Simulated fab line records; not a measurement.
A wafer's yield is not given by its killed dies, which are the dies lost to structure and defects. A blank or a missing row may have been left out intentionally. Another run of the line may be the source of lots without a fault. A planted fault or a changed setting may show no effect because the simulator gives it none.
Comparing a struck lot with a sound one -- flow n5 finfet -- 38 out of 1938 route steps
Sound: these wafers, L957.1, L957.3, L957.5. Wafers struck: L969.1, L969.3, L969.6. The cause is given at the end.
Order at every step that has rows: each side's tool, ch and its chambers, its first start. Under that, the readings that differ: sound wafers -- struck wafers -- difference of the means -- sigmas: that difference in standard deviations of wafers without a fault.
alike: a reading whose means differ by less than 2 such deviations, as well as words and numbers matching on both sides. not compared: withheld readings; readings where some wafer has no value; bounds like >300 that might hide an equal value; numbers whose values overlap and for which the record gives no deviation.
The two part at a step that has a row with sigmas, a row that says differs or no value, or rows on one side only. Numbers that don't overlap but have no deviation are shown without sigmas and don't part them. Lack of a reading on every wafer of one side parts them only where that side has two or more wafers.

first, 9 steps without rows for these wafers: N5_BEOL_M4_ANNEAL_95 (time 240 s); N5_BEOL_M4_SPUTTER_96 (material Cu, target thk 4.5 nm, time 8.29 s); N5_BEOL_M4_ECD_50 (material Cu, target thk 300 nm); N5_BEOL_M4_ANNEAL_51 (time 90 s); N5_BEOL_M4_CMP_52 (polishes, stops on SiOC, t overpolish 6.8 s, target thk 40 nm); N5_BEOL_M4_PRE_CLEAN_60 (time 15 s); N5_BEOL_M4_CO_CAP_55 (material Co, precursor CCTBA/H2, target thk 2 nm, time 102.1 s); N5_BEOL_M4_PRE_CLEAN_56 (time 15 s); N5_BEOL_M4_DEP_57 (deposits SiCN from 3MS/NH3, target thk 8 nm, time 14 s).
N5_BEOL_M4_RC_MEAS_101:
  sound on prober-01 ch 0, day 9 03:01; struck on prober-01 ch 0, day 11 17:16
  alike: DIBL_N, DIBL_P, IOFF_N, IOFF_P, ION_N, ION_P, SS_N, SS_P, VT_N, VT_P
then, 24 steps without rows for these wafers: N5_BEOL_M5_ILD_DEP_00 (deposits SiCOH lowk from DEMS/porogen, target thk 140.64 nm, time 25.9 s); N5_BEOL_M5_CURE_79 (cures SiCOH lowk, time 240 s); N5_BEOL_M5_PECVD_70 (deposits SiO2 from TEOS/O2, target thk 16 nm, time 18 s); N5_BEOL_M5_HM_DEP_02 (deposits TiN, target thk 20 nm); N5_BEOL_M5_COAT_59 (time 60 s, resist thk 60 nm); N5_BEOL_M5_COAT_60 (time 60 s, resist thk 12 nm); N5_BEOL_M5_COAT_71 (time 60 s, resist thk 5 nm); N5_BEOL_M5_COAT_05 (resist thk 30 nm); N5_BEOL_M5_EBR_07; N5_BEOL_M5_SOFTBAKE_06 (time 60 s); N5_BEOL_M5_EXPOSE_08 (exposes mask M5, target cd 28 nm); N5_BEOL_M5_PEB_09 (peb time 60 s); N5_BEOL_M5_DEVELOP_10 (develop time 30 s); N5_BEOL_M5_DESCUM_16 (chemistry O2, time 7 s); N5_BEOL_M5_ETCH_72 (etches underlayer in N2/H2, target depth 6.5 nm, time 5.2 s); N5_BEOL_M5_ETCH_61 (etches SiARC in CF4, target depth 15.6 nm, time 26 s); N5_BEOL_M5_ETCH_62 (etches SOC in N2/H2, target depth 75 nm, overetch 15 nm, time 112.5 s); N5_BEOL_M5_STRIP_63 (strips in N2/H2); N5_BEOL_M5_STRIP_73 (strips in N2/H2); N5_BEOL_M5_STRIP_64 (strips in CF4); N5_BEOL_M5_HM_OPEN_17 (chemistry Cl2/BCl3, target TiN, target depth 20 nm, overetch 6 nm); N5_BEOL_M5_STRIP_19 (strips in O2); N5_BEOL_M5_COAT_65 (time 60 s, resist thk 60 nm); N5_BEOL_M5_COAT_66 (time 60 s, resist thk 12 nm).
-- record jumps: 4 days separate the struck wafers' starts on either side; left off in module BEOL_M5, taken up again in module PASSIVATION, whose first shown step is the route's number 1910 --
N5_PASSIVATION_AL_DEP_21: deposits Al, target thk 2800 nm, time 170 s.
  sound: pvd sputter-01 at day 13 08:47; struck: pvd sputter-01 at day 15 15:23
reading,sound,struck,difference,sigmas
model.Al_of_PASSIVATION_AL_DEP_21.thk nm (nm),2798 2758 2802,4723 4701 4709,+1925,
  alike: throttle valve pct
N5_PASSIVATION_ETCH_59: etches TaN in Cl2/BCl3, target depth 65 nm, time 34.9 s.
  sound on rie metal-02 ch 0,1, day 13 09:58; struck on rie metal-03 ch 0,1, day 15 16:34
reading,sound,struck,difference,sigmas
oes product au (a.u.),0.76 0.76 0.65,0.19 0.22 0.19,-0.52,-6
throttle valve pct (%),21.12 21.09 21.06,22.43 22.14 22.45,+1.25,+10
  alike: drypump motor current A, mfc cl2 sccm
  not compared: rf hours counter h
N5_PASSIVATION_STRIP_52: strips in post etch residue remover, time 1200 s.
  sound on wet bench-01 ch 0,6,7, day 13 12:18; struck on wet bench-05 ch 0,3,7, day 15 18:34
reading,sound,struck,difference,sigmas
model.Al_of_PASSIVATION_AL_DEP_21.thk nm (nm),2783 2743 2787,4707 4686 4694,+1925,
N5_PASSIVATION_PROBE_49:
  rows exist in the record for the struck wafers here (prober-02, day 15 21:08), but not for the sound ones

== WHERE THEY PART ==
Earliest at N5_PASSIVATION_ETCH_59; latest, in this record, at N5_PASSIVATION_PROBE_49.

WHY: whatever the simulator had introduced
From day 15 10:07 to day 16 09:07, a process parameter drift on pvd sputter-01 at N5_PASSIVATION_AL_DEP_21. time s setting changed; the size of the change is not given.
